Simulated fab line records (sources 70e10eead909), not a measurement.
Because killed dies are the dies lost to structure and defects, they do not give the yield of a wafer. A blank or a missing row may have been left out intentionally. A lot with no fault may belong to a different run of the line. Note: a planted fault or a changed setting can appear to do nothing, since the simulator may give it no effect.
Comparing a struck lot with a sound one || flow nand-harc || 14 steps out of a route of 1302
Sound: wafers L298.1, L298.5, L298.6. Wafers L307.2, L307.3, L307.5 were the ones struck. The cause is named last.
Per side, at each step with rows, come the tool, then ch with its chambers, and then its first start. Under that, the readings that differ: sound wafers || struck wafers || difference of the means || sigmas: that difference in standard deviations of wafers without a fault.
alike: a reading whose means differ by less than 2 such deviations, as well as words and numbers matching on both sides. not compared: withheld readings; readings where some wafer has no value; bounds like >300 that might hide an equal value; numbers whose values overlap and for which the record gives no deviation.
A row with sigmas, a row that says differs or no value, or rows on one side alone: a step with any of these is where the two part. When numbers do not overlap yet have no deviation, they are printed without sigmas and do not part them. A reading missing from all wafers of one side parts the sides only when that side holds two or more wafers.

NHARC_P_M1_CMP_23: polishes, t overpolish 20 s, target thk 157.82 nm.
  sound on cmp-01 ch 1,2,3, day 10 18:49; struck on cmp-04 ch 0,2, day 14 08:35
  alike: motor-current-A, time-to-endpoint-s
NHARC_P_M1_THK_MEAS_24: measures by xrf.
  sound on film-metro-01 at day 10 19:02; struck on film-metro-02 at day 14 08:55
  alike: thk-nm
after that, 1 step had no rows for these wafers: NHARC_P_M1_SRD_25.
NHARC_P_M1_INSPECT_27:
  sound on defect-inspect-02 at day 10 19:12; struck on defect-inspect-02 at day 14 09:04
{"reading": "raw-defect-count", "sound": "256 269 316", "struck": "311 1151 382", "difference": "+334", "sigmas": "+2"}
NHARC_P_M1_PRE_CLEAN_32: time 12 s.
  sound on pecvd-04 ch 0,2, day 10 19:17; struck on pecvd-04 ch 0,1,2, day 14 09:09
  alike: heater-power-w
NHARC_P_M1_DEP_33: deposits SiCN, target thk 30 nm.
  sound on pecvd-04 ch 0,2, day 10 19:23; struck on pecvd-04 ch 0,1,2, day 14 09:14
  alike: chamber-pressure-Torr, heater-power-w
then, 5 steps without rows for these wafers: NHARC_P_M2_DEP_00 (deposits SiOC, target thk 182.5 nm); NHARC_P_M2_DEHYDRATE_01 (time 120 s); NHARC_P_M2_HMDS_02 (time 30 s); NHARC_P_M2_COAT_34 (time 65 s); NHARC_P_M2_COAT_03 (resist thk 90 nm).
NHARC_P_M2_SOFTBAKE_04: time 55 s.
  sound on litho-track-04 ch 0, day 10 20:00; struck on litho-track-06 ch 0, day 14 10:00
{"reading": "heater-power-total-W (W)", "sound": "188.75 188.51 188.66", "struck": "190.85 190.84 190.88", "difference": "+2.22", "sigmas": "+17"}
{"reading": "plate-temp-C (C)", "sound": "105.23 105.12 105.18", "struck": "105.93 106.33 106.06", "difference": "+0.93", "sigmas": "+7"}
after that, 1 step had no rows for these wafers: NHARC_P_M2_EBR_05.
-- jump in the record: it breaks off in module P_M2 and resumes in module END (first step shown: number 1302 of the route), and 18 days separate the struck wafers' starts before and after --
NHARC_END_SORT_01:
  sound on prober-01 ch 0, day 28 11:08; struck on prober-01 ch 0, day 31 23:50
  alike: defect-limited-yield, killed-at-array, killed-at-other, killed-at-periphery, killed-dies, killed-open, killed-short

== WHERE THEY PART ==
First at NHARC_P_M1_INSPECT_27; last, within this record, at NHARC_P_M2_SOFTBAKE_04. Later steps at which nothing parts them and some readings are alike: NHARC_END_SORT_01.

WHY: the cause the simulator had injected
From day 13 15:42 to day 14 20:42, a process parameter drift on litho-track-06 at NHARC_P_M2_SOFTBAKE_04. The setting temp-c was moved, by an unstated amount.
